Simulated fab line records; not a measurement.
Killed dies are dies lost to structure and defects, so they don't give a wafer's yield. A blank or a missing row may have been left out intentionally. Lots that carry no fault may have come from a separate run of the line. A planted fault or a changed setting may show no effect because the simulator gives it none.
The same fault as seen by 2 desks + flow n5-finfet + only its own numbers are on each desk; what lay behind them is given at the end

== TOOL OWNER'S DESK, euv-scanner-01 ==
The tool's own readings at N5_BEOL_M3_EXPOSE_25 (exposes mask V2, defocus 5 nm): means of the sampled wafers that have a number, for each lot that ran on this tool. Marked OUT: a lot whose mean sits more than 4 standard deviations from the usual mean, which makes it out of limits; the brackets give that distance.
Columns: A = exposure-dose-mJ-cm2 at N5_BEOL_M3_EXPOSE_25, usual 63.02
| lot  | first seen here | A               |
|------|-----------------|-----------------|
| L439 | day 7 01:16     | 63.05           |
| L442 | day 7 21:59     | 63.07           |
| L450 | day 10 01:13    | 66.36 (+58) OUT |
| L451 | day 10 03:41    | 65.83 (+48) OUT |
This desk finds L450, L451 out of limits, L450 being first, at day 10 01:13 (exposure-dose-mJ-cm2 at N5_BEOL_M3_EXPOSE_25). L439, L442: within limits.

== THE METROLOGY DESK ==
Lot by lot, what the gauges showed, no matter which tool ran the lot: averages of those sampled wafers that carry a number. Marked OUT: a lot whose mean sits more than 4 standard deviations from the usual mean, which makes it out of limits; the brackets give that distance. Shown here are 7 of its 12 readings, the ones lying furthest out on some lot.
Columns: A = M3_OVL at N5_BEOL_M3_OVL_MEAS_12, usual -0.2 nm; B = cd-nm at N5_BEOL_M3_CD_MEAS_28, usual 25.74 nm; C = DIBL_P at N5_BEOL_M4_RC_MEAS_101, usual 36.6 mV/V; D = IOFF_N at N5_BEOL_M4_RC_MEAS_101, usual 0.155 nA/um; E = ION_N at N5_BEOL_M4_RC_MEAS_101, usual 671 uA/um; F = ION_P at N5_BEOL_M4_RC_MEAS_101, usual 462 uA/um; G = VT_P at N5_BEOL_M4_RC_MEAS_101, usual -250.1 mV
| lot  | first seen here | A    | B     | C    | D     | E   | F   | G      |
|------|-----------------|------|-------|------|-------|-----|-----|--------|
| L439 | day 7 00:31     | -0.3 | 25.85 | 35.0 | 0.138 | 675 | 461 | -251.8 |
| L442 | day 7 20:55     | -0.4 | 25.39 | 38.2 | 0.155 | 669 | 458 | -251.4 |
| L443 | day 7 21:06     | -0.6 | 25.84 | 35.3 | 0.140 | 666 | 451 | -255.5 |
| L444 | day 8 09:35     | -0.3 | 25.88 | 34.1 | 0.131 | 659 | 464 | -249.5 |
| L450 | day 10 00:19    | 0.7  | 26.69 | 36.8 | 0.156 | 667 | 455 | -252.4 |
| L451 | day 10 02:49    | -0.4 | 26.40 | 35.3 | 0.169 | 678 | 472 | -244.2 |
| L454 | day 10 18:22    | -0.0 | 25.93 | 37.1 | 0.160 | 678 | 467 | -250.1 |
| L458 | day 11 21:39    | -0.6 | 25.57 | 37.9 | 0.172 | 676 | 460 | -249.6 |
| L460 | day 12 09:24    | 1.2  | 25.82 | 40.7 | 0.204 | 687 | 470 | -247.6 |
This desk's verdict: no lot among the 9 shows anything out of limits.

== PUT TOGETHER ==
On L450, L451, at day 10 01:13, an alarm was possible from the tool owner's desk.
Nothing out of limits was seen by the metrology desk.
The metrology desk has L450, L451 on record, within its limits.
The lots listed all ran N5_BEOL_M3_EXPOSE_25 on euv-scanner-01.

== WHAT THE SIMULATOR HAD INSERTED ==
Drift in process parameters on euv-scanner-01 at N5_BEOL_M3_EXPOSE_25, starting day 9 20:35. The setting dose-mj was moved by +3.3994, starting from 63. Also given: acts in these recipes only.
Shown lots that were struck: L450, L451.
Time in hours from fault onset to the first out-of-limits reading at each desk: the tool owner's desk, 5.
